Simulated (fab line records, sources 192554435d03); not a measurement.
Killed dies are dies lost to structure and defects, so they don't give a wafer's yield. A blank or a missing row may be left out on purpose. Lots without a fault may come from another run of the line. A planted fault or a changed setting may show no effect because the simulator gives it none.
Split-lot experiment | flow n5_finfet | 7 lots, 21 wafers read, on a route of 1938 steps

THE SPLIT
At N5_BEOL_M6_ETCH_66 (etches SOC in N2/H2, target depth 80 nm, overetch 16 nm, time 120 s), the setting bias_w was moved away from the recipe's 150 W on 11 of the 21 wafers read, by -12.9% to +7.2%. The other wafers ran this setting at the recipe's value.

The reading is taken at the split's own step.

THE READING
rf_vpp_V, in V, at N5_BEOL_M6_ETCH_66 (etches SOC in N2/H2, target depth 80 nm, overetch 16 nm, time 120 s). Fault-free wafers of this fab line usually give 523.5 V, standard deviation 2.7 V.

wafer  | tool, chamber at the split | bias_w as run, W | against the recipe | rf_vpp_V, V | against lot-mates on the recipe
L078.2 | rie_diel-06, 1             | 141.4            | -5.7%              | 505.0       | no lot-mate on the recipe
L078.3 | rie_diel-06, 0             | 141.4            | -5.7%              | 506.5       | no lot-mate on the recipe
L078.5 | rie_diel-06, 2             | 141.4            | -5.7%              | 509.0       | no lot-mate on the recipe
L085.1 | rie_diel-05, 0             | 150              | recipe             | 524.0       | -
L085.4 | rie_diel-05, 1             | 157.2            | +4.8%              | 539.6       | +15.6
L085.5 | rie_diel-05, 0             | 157.2            | +4.8%              | 537.5       | +13.5
L086.1 | rie_diel-06, 0             | 150              | recipe             | 527.0       | -
L086.5 | rie_diel-06, 1             | 139.7            | -6.9%              | 499.0       | -28.5
L086.6 | rie_diel-06, 2             | 150              | recipe             | 528.1       | -
L092.1 | rie_diel-05, 0             | 150              | recipe             | 522.7       | -
L092.4 | rie_diel-05, 1             | 130.7            | -12.9%             | 479.2       | -45.3
L092.6 | rie_diel-05, 2             | 150              | recipe             | 526.3       | -
L093.2 | rie_diel-06, 1             | 160.8            | +7.2%              | 547.6       | +20.8
L093.4 | rie_diel-06, 0             | 160.8            | +7.2%              | 548.0       | +21.2
L093.6 | rie_diel-06, 2             | 150              | recipe             | 526.8       | -
L094.2 | rie_diel-03, 2             | 135.4            | -9.7%              | 486.3       | -38.9
L094.3 | rie_diel-03, 0             | 135.4            | -9.7%              | 487.4       | -37.8
L094.6 | rie_diel-03, 1             | 150              | recipe             | 525.2       | -
L096.1 | rie_diel-03, 1             | 150              | recipe             | 525.1       | -
L096.2 | rie_diel-03, 2             | 150              | recipe             | 521.1       | -
L096.3 | rie_diel-03, 0             | 150              | recipe             | 522.5       | -

THE FIT
A straight line over all 21 wafers: rf_vpp_V changes by +3.46 V for each +1% of bias_w; r = +0.99; the points scatter about the line by 2.5 V.
The same after taking each lot's own level away (the mean of its wafers on the recipe; 18 wafers): +3.53 V for each +1%; r = +0.99; scatter 2.3 V.
On that fit, the largest move of bias_w shifts the reading by 45 V.
The lots' own levels span 522.90 to 527.55 V, that is 1.7 times the standard deviation above.
So the lot-to-lot level changes the slope little: the two slopes agree.
Check: with one of the wafers moved furthest among these (-12.9%) left out of the fit, the line predicts -47.5 V for it against its lot-mates. It came out at -45.3 V against them.
Tool readings at the split's step, against how far the setting was moved: rf_vpp_V r = +0.99.

OTHER SPLITS ON THESE WAFERS
These wafers also went through other splits before the reading. Each is held against what the fit with the lots' levels taken away leaves over:
other split on the same wafers | wafers away from the commonest value | r with rf_vpp_V (lot level and that fit taken away)
N5_BEOL_M5_EXPOSE_25 dose_mj   | 5                                    | +0.04
N5_BEOL_M6_EXPOSE_25 dose_mj   | 6                                    | -0.23

THE WHOLE CHAIN: every reading that the file lists as answering this split, in the file's order
step               | what it does                                                        | reading                                                                          | change (the file's fit)                | r (the file's)
N5_BEOL_M6_ETCH_66 | etches SOC in N2/H2, target depth 80 nm, overetch 16 nm, time 120 s | rf_vpp_V                                                                         | +3.6 V for each +1% of the setting     | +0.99
N5_BEOL_M6_ETCH_66 | etches SOC in N2/H2, target depth 80 nm, overetch 16 nm, time 120 s | SiARC_of_BEOL_M6_COAT_64.thk_nm (the simulator's own value, which no gauge read) | -0.0779 nm for each +1% of the setting | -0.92

THE FILE'S OWN FIT
rf_vpp_V changes by +3.6 V for each +1% of bias_w, r = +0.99.
